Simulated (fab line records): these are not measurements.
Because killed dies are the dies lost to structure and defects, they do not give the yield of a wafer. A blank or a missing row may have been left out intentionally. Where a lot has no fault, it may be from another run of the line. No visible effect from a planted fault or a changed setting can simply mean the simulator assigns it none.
Chamber matching / flow n5_finfet / uv_cure-02 running N5_BEOL_M5_CURE_80: 3 sister chambers
The step cures SiCOH lowk, time 120 s. 6 wafers are shown with their chamber, then 9 later ones without.

## WAFERS WITH THEIR CHAMBER
wafer=L076.4; chamber=2; wafer_temp_C_max=372.1; lamp_power_pct (%)=52.24
wafer=L076.6; chamber=2; wafer_temp_C_max=372.9; lamp_power_pct (%)=52.29
wafer=L088.2; chamber=1; wafer_temp_C_max=372.0; lamp_power_pct (%)=52.30
wafer=L088.3; chamber=1; wafer_temp_C_max=371.3; lamp_power_pct (%)=52.39
wafer=L090.3; chamber=0; wafer_temp_C_max=371.6; lamp_power_pct (%)=52.38
wafer=L090.5; chamber=0; wafer_temp_C_max=371.9; lamp_power_pct (%)=52.29

## WAFERS WITHOUT THEIR CHAMBER
wafer=L092.2; wafer_temp_C_max=372.2; lamp_power_pct (%)=52.34
wafer=L092.4; wafer_temp_C_max=371.6; lamp_power_pct (%)=52.25
wafer=L092.6; wafer_temp_C_max=372.0; lamp_power_pct (%)=52.24
wafer=L095.3; wafer_temp_C_max=371.8; lamp_power_pct (%)=52.24
wafer=L095.5; wafer_temp_C_max=372.0; lamp_power_pct (%)=52.35
wafer=L095.6; wafer_temp_C_max=371.7; lamp_power_pct (%)=52.30
wafer=L096.2; wafer_temp_C_max=371.8; lamp_power_pct (%)=52.37
wafer=L096.3; wafer_temp_C_max=371.2; lamp_power_pct (%)=52.29
wafer=L096.5; wafer_temp_C_max=371.5; lamp_power_pct (%)=52.34

## WHICH CHAMBER EACH WENT THROUGH
wafer=L092.2; from the rows above=can't be placed: 0 or 1 or 2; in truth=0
wafer=L092.4; from the rows above=can't be placed: 0 or 1 or 2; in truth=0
wafer=L092.6; from the rows above=can't be placed: 2 or 0 or 1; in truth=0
wafer=L095.3; from the rows above=can't be placed: 2 or 0 or 1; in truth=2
wafer=L095.5; from the rows above=can't be placed: 0 or 1 or 2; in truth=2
wafer=L095.6; from the rows above=can't be placed: 0 or 1 or 2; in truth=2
wafer=L096.2; from the rows above=can't be placed: 1 or 0 or 2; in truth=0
wafer=L096.3; from the rows above=can't be placed: 1 or 0 or 2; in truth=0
wafer=L096.5; from the rows above=can't be placed: 1 or 0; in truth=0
Placed correctly: 0 of 9. Not placeable from these rows: 9 (in 9, the candidates include the true chamber). Number placed wrongly: 0.
How it was worked out, from the rows above alone: a wafer's distance from a chamber is the root of the sum, over the readings, of the square of ((its reading less the chamber's mean) divided by the reading's scatter). If the next closest chamber is less than 2 further off than the closest, the wafer can't be placed; otherwise it belongs to the closest. The mean given for a chamber averages the wafers shown for that chamber. How the scatter is found: for the shown wafers, subtract from each reading the mean of its chamber, square and add these, divide the total by (wafers less chambers), then take the root.
